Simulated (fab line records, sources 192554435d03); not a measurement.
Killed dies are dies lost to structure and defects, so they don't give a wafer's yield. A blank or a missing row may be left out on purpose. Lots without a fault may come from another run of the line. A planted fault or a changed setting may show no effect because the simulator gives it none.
fab line records | flow n5_finfet
record lots=10 wafers=28 last_day=18
route steps=1938 shown SD_EPI_N@289 SD_EPI_P@311 SD_ACTIVATION@331 BEOL_M4@1111
lots that met no fault: from a run of the same line without faults
start_h: hours from the record's first day to the start of the lot's first wafer shown | wait_h: hours since the lot's step before | " the same as in the row above | L1.1+2: a row that stands for several wafers | - no value, or no start given | * or withheld: withheld | < > ~ a bound
route shown NAME@n: a module of which the file shows steps, and the number in the route of the first | usual: mean/standard deviation of fault-free wafers | same: alike in all rows | chamber/n: place in a boat | sites: the reading at each site | _std_site: their standard deviation | _edge_site: outer sites' mean less inner sites' | radius_mm: how far each site lies from the wafer's centre | mask NAME#n: copy n | behind: the tool/chamber that last shaped the wafer | hold: why the lot was held/for how many hours/how that ended | device: the transistor (n, p or np) that didn't switch | end of line: the same wafers' tests at the end of the route | a step without rows: its recipe alone | killed: dies lost to structure and defects at the first sort, not the wafer's yield | map: a wafer's dies, x killed, . not, _ none there
set.NAME: the setting as run; set.NAME@STEP: as run at that earlier step | model.NAME: the simulator's own value behind a step, which no gauge read
steps of the route over a sample of lots; a table a step, a row a wafer
services: from which hour (start_h, from the record's first day; less than 0 if before it) a tool's chamber was out of use, for how many hours, and why
## steps
# step N5_SD_EPI_N_EPI_MEAS_23
# recipe mode=xrd
# usual thk_nm=59.3/1.2
# columns lot.wafer tool chamber start_h wait_h thk_nm
L837.1 film_metro-01 - 52.32 1.4 58.6
L837.4 " - " " 58.7
L837.5 " - " " 59.3
L840.2 film_metro-01 - 72.63 1.2 59.1
L840.3 " - " " 59.7
L840.5 " - " " 59.3
L841.2 film_metro-01 - 74.83 1.2 57.9
L841.3 " - " " 60.2
L841.4 " - " " 58.1
L842.1 film_metro-02 - 82.28 1.4 60.0
L842.2 " - " " 59.5
L845.1 film_metro-02 - 106.46 1.4 57.6
L845.5 " - " " 59.2
L847.1 film_metro-02 - 114.10 1.4 60.9
L847.5 " - " " 57.6
L847.6 " - " " 59.9
L850.2 film_metro-02 - 130.37 1.2 59.1
L850.4 " - " " 60.1
L850.6 " - " " 56.9
L858.1 film_metro-02 - 178.48 1.4 58.3
L858.3 " - " " 60.7
L858.5 " - " " 58.9
L859.1 film_metro-01 - 186.57 1.4 61.6
L859.3 " - " " 59.7
L859.5 " - " " 60.7
L860.2 film_metro-02 - 190.11 1.2 59.0
L860.3 " - " " 57.2
L860.5 " - " " 57.9
# step N5_SD_EPI_N_INSPECT_26
# recipe inspect_instrument=darkfield mode=post_epi
# usual raw_defect_count=193/38
# columns lot.wafer tool chamber start_h wait_h raw_defect_count
L837.1 defect_inspect-01 - 52.88 0.1 175
L837.4 " - " " 206
L837.5 " - " " 176
L840.2 defect_inspect-01 - 73.85 0.1 171
L840.3 " - " " 183
L840.5 " - " " 255
L841.2 defect_inspect-01 - 75.38 0.1 144
L841.3 " - " " 219
L841.4 " - " " 139
L842.1 defect_inspect-02 - 82.84 0.1 214
L842.2 " - " " 220
L845.1 defect_inspect-01 - 107.23 0.1 192
L845.5 " - " " 207
L847.1 defect_inspect-01 - 114.66 0.1 219
L847.5 " - " " 182
L847.6 " - " " 203
L850.2 defect_inspect-02 - 130.98 0.1 192
L850.4 " - " " 174
L850.6 " - " " 204
L858.1 defect_inspect-01 - 179.05 0.1 133
L858.3 " - " " 133
L858.5 " - " " 124
L859.1 defect_inspect-02 - 187.15 0.1 187
L859.3 " - " " 225
L859.5 " - " " 191
L860.2 defect_inspect-02 - 190.82 0.1 125
L860.3 " - " " 189
L860.5 " - " " 138
# step N5_SD_EPI_P_ETCH_47
# recipe chemistry=CH3F/O2 target=SiOCN target_depth_a=250 mask_material=SOC ion_energy_ev=60 bias_w=29 pressure_mtorr=30 source_w=410 Ar_flow_sccm=150 CH3F_flow_sccm=30 O2_flow_sccm=20
# usual CH3F_flow_sccm=30.00/0.084 drypump_motor_current_A=5.4/0.48 oes_product_au=0.76/0.048 rf_vpp_V=126.9/1.6 showerhead_plenum_p_Torr=1.96/0.068 throttle_valve_pct=16.29/0.18
# columns lot.wafer tool chamber start_h wait_h CH3F_flow_sccm drypump_motor_current_A oes_product_au rf_hours_counter_h rf_vpp_V showerhead_plenum_p_Torr throttle_valve_pct
L837.1 rie_diel-01 0 53.88 0.1 30.05 5.4 0.82 71 127.1 1.87 16.05
L837.4 " 1 " " 30.06 4.7 0.73 152 128.1 2.09 16.54
L837.5 " 3 " " 30.09 5.7 0.72 - 127.4 1.99 16.38
L840.2 rie_diel-01 0 74.85 0.1 30.15 5.4 0.82 77 127.4 1.87 16.07
L840.3 " 3 " " 30.00 5.7 0.72 204 126.6 1.99 16.38
L840.5 " 0 " " 30.04 5.4 0.83 - 126.8 1.87 16.06
L841.2 rie_diel-06 0 76.39 0.1 29.92 5.5 0.75 129 129.5 2.01 16.56
L841.3 " 2 " " 29.81 5.0 0.77 121 124.9 1.93 16.26
L841.4 " 3 " " 29.95 5.6 0.70 197 127.3 1.90 16.25
L842.1 rie_diel-06 1 83.71 0.1 30.02 5.0 1.07 114 125.1 1.93 16.29
L842.2 " 3 " " 30.02 5.6 0.93 199 126.0 1.90 16.25
L845.1 rie_diel-06 3 108.24 0.1 29.90 5.6 0.93 206 125.2 1.90 16.26
L845.5 " 0 " " 30.02 5.5 0.74 - 129.4 2.01 16.59
L847.1 rie_diel-06 2 115.66 0.1 30.09 5.0 1.02 132 124.5 1.93 16.30
L847.5 " 1 " " 30.04 4.9 0.78 - 124.6 1.93 16.30
L847.6 " 0 " " 30.05 5.5 0.73 - 131.5 2.01 16.59
L850.2 rie_diel-02 0 132.00 0.1 29.87 5.3 0.90 32 128.8 2.12 15.95
L850.4 " 1 " " 30.03 6.2 0.78 - 126.1 1.92 16.12
L850.6 " 2 " " 29.88 5.1 0.76 - 125.8 1.92 16.23
L858.1 rie_diel-06 1 180.05 0.1 29.96 5.0 0.77 144 126.1 1.92 16.34
L858.3 " 2 " " 30.04 5.0 0.74 154 124.0 1.92 16.33
L858.5 " 1 " " 29.97 5.0 0.76 - 125.6 1.92 16.34
L859.1 rie_diel-06 3 188.15 0.1 30.04 5.6 0.67 232 124.8 1.89 16.31
L859.3 " 0 " " 29.94 5.5 0.73 159 130.1 2.00 16.64
L859.5 " 1 " " 29.90 4.9 0.76 - 125.4 1.92 16.34
L860.2 rie_diel-06 0 191.71 0.1 30.11 5.5 0.72 161 130.9 2.00 16.65
L860.3 " 1 " " 30.16 4.9 0.76 148 123.3 1.92 16.35
L860.5 " 0 " " 29.99 5.5 0.72 - 129.5 2.00 16.66
# step N5_SD_ACTIVATION_LSA_01
# recipe temp_c=1080 time_s=0.0008 ambient=N2
# usual wafer_temp_C_max=1086.6/1.8
# columns lot.wafer tool chamber start_h wait_h wafer_temp_C_max
L837.1 laser_anneal-02 0 57.31 0.2 1085.5
L837.4 " 0 " " 1084.7
L837.5 " 0 " " 1085.0
L840.2 laser_anneal-01 0 78.31 0.2 1087.5
L840.3 " 0 " " 1088.6
L840.5 " 0 " " 1086.1
L841.2 laser_anneal-02 0 79.98 0.2 1084.7
L841.3 " 0 " " 1087.6
L841.4 " 0 " " 1087.4
L842.1 laser_anneal-01 0 87.32 0.2 1089.4
L842.2 " 0 " " 1086.9
L845.1 laser_anneal-02 0 111.67 0.2 1085.3
L845.5 " 0 " " 1085.0
L847.1 laser_anneal-02 0 119.20 0.2 1085.2
L847.5 " 0 " " 1084.8
L847.6 " 0 " " 1084.5
L850.2 laser_anneal-01 0 135.46 0.2 1087.4
L850.4 " 0 " " 1086.9
L850.6 " 0 " " 1088.1
L858.1 laser_anneal-01 0 183.50 0.2 1087.7
L858.3 " 0 " " 1086.2
L858.5 " 0 " " 1086.4
L859.1 laser_anneal-02 0 191.58 0.2 1086.5
L859.3 " 0 " " 1084.0
L859.5 " 0 " " 1084.4
L860.2 laser_anneal-01 0 195.28 0.2 1087.7
L860.3 " 0 " " 1086.4
L860.5 " 0 " " 1086.6
# step N5_BEOL_M4_RC_MEAS_101
# usual DIBL_N=36.5/1.4 DIBL_P=36.9/1.7 IOFF_N=0.163/0.023 IOFF_P=0.22/0.032 ION_N=673/9 ION_P=462/7.5 SS_N=71.6/0.54 SS_P=73.4/0.62 VT_N=249.8/2.8 VT_P=-250/3.5
# columns lot.wafer tool chamber start_h wait_h DIBL_N[mV/V] DIBL_P[mV/V] IOFF_N[nA/um] IOFF_P[nA/um] ION_N[uA/um] ION_P[uA/um] SS_N[mV/dec] SS_P[mV/dec] VT_N[mV] VT_P[mV]
L837.1 prober-02 0 164.82 0.0 35.6 35.4 0.143 0.19 663 459 71.8 73.3 252.3 -255
L837.4 " 0 " " 36.6 36.4 0.167 0.20 665 450 72.1 73.2 249.5 -253
L837.5 " 0 " " 35.5 35.4 0.149 0.19 674 461 71.7 72.7 251.7 -255
L840.2 prober-01 0 186.04 0.2 36.1 37.5 0.159 0.23 674 469 71.1 73.0 248.9 -247
L840.3 " 0 " " 37.7 39.1 0.190 0.27 678 469 71.6 73.6 249.7 -248
L840.5 " 0 " " 35.5 36.7 0.152 0.22 677 471 71.4 73.6 253.0 -252
L841.2 prober-01 0 188.16 0.2 37.6 36.9 0.182 0.29 679 470 71.9 72.8 247.3 -242
L841.3 " 0 " " 37.0 35.2 0.159 0.25 663 466 72.1 73.0 249.2 -245
L841.4 " 0 " " 36.0 35.0 0.147 0.25 675 472 71.5 72.7 251.0 -243
L842.1 prober-02 0 210.53 0.0 37.1 39.7 0.158 0.26 673 470 71.7 73.8 250.3 -248
L842.2 " 0 " " 38.0 41.2 0.177 0.29 682 477 71.6 74.1 247.7 -246
L845.1 prober-01 0 213.11 0.0 36.0 39.5 0.176 0.32 676 480 71.8 74.5 248.6 -240
L845.5 " 0 " " 35.8 37.3 0.174 0.25 672 469 71.7 74.3 246.6 -248
L847.1 prober-02 0 233.35 0.0 36.8 38.5 0.161 0.29 678 477 71.1 73.6 252.8 -244
L847.5 " 0 " " 34.4 33.9 0.132 0.19 672 465 70.5 72.3 252.3 -247
L847.6 " 0 " " 36.3 36.0 0.153 0.23 672 460 71.6 73.4 251.1 -249
L850.2 prober-02 0 250.79 0.2 37.1 35.0 0.147 0.18 663 447 71.5 73.0 250.5 -255
L850.4 " 0 " " 38.6 37.5 0.184 0.22 675 455 71.8 74.8 249.4 -252
L850.6 " 0 " " 38.2 36.8 0.174 0.20 683 454 71.9 73.5 248.8 -253
L860.2 prober-02 0 303.82 0.2 37.3 36.0 0.184 0.25 675 464 71.8 73.7 246.7 -246
L860.3 " 0 " " 38.3 37.0 0.213 0.29 673 460 71.7 74.9 245.4 -246
L860.5 " 0 " " 37.7 35.6 0.183 0.25 673 462 72.7 74.1 249.9 -247
L858.1 prober-01 0 307.65 0.0 32.4 32.4 0.116 0.17 662 457 70.1 72.2 252.3 -253
L858.3 " 0 " " 33.6 34.1 0.125 0.18 672 472 70.4 72.7 252.2 -251
L858.5 " 0 " " 33.5 33.6 0.126 0.17 670 458 70.2 72.0 247.5 -254
L859.1 prober-02 0 309.87 0.0 37.4 36.8 0.154 0.21 669 464 71.8 73.0 251.2 -249
L859.3 " 0 " " 35.0 33.4 0.117 0.16 668 456 71.4 72.8 254.7 -253
L859.5 " 0 " " 37.4 36.2 0.156 0.20 664 455 71.9 73.4 252.8 -249
## services
# columns tool chamber start_h hours kind
laser_anneal-01 - 56.14 1.3 repair
rie_diel-01 - 89.90 2.8 pm
rie_diel-02 0 100.79 3.5 repair
rie_diel-02 0 104.59 9.6 repair
rie_diel-02 3 125.78 8.9 repair
rie_diel-06 0 161.86 8.2 repair
laser_anneal-02 - 194.80 2.5 pm
## key
first_sign step=N5_SD_EPI_P_ETCH_47 reading=oes_product_au direction=up sigmas=4.8 usual=0.76 struck=0.99
effect step=N5_BEOL_M4_RC_MEAS_101 reading=IOFF_P direction=up sigmas=2.2 usual=0.22 struck=0.29 wafers_moved=1
effect step=N5_BEOL_M4_RC_MEAS_101 reading=ION_P direction=up sigmas=1.9 usual=462 struck=476
met_at N5_SD_EPI_P_ETCH_47
struck_lots L842,L845,L847
struck_wafers L842.1,L842.2,L845.1,L847.1
not_acting_at N5_SD_EPI_N_EPI_MEAS_23,N5_SD_EPI_N_INSPECT_26,N5_SD_ACTIVATION_LSA_01
onset_between 76.39 83.71
fault kind=process_parameter_drift tool=rie_diel-06 chamber=- onset_h=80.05 steps=N5_SD_EPI_P_ETCH_47 channel=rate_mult offset=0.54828 shape=step end_h=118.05 scope=struck_wafers_only
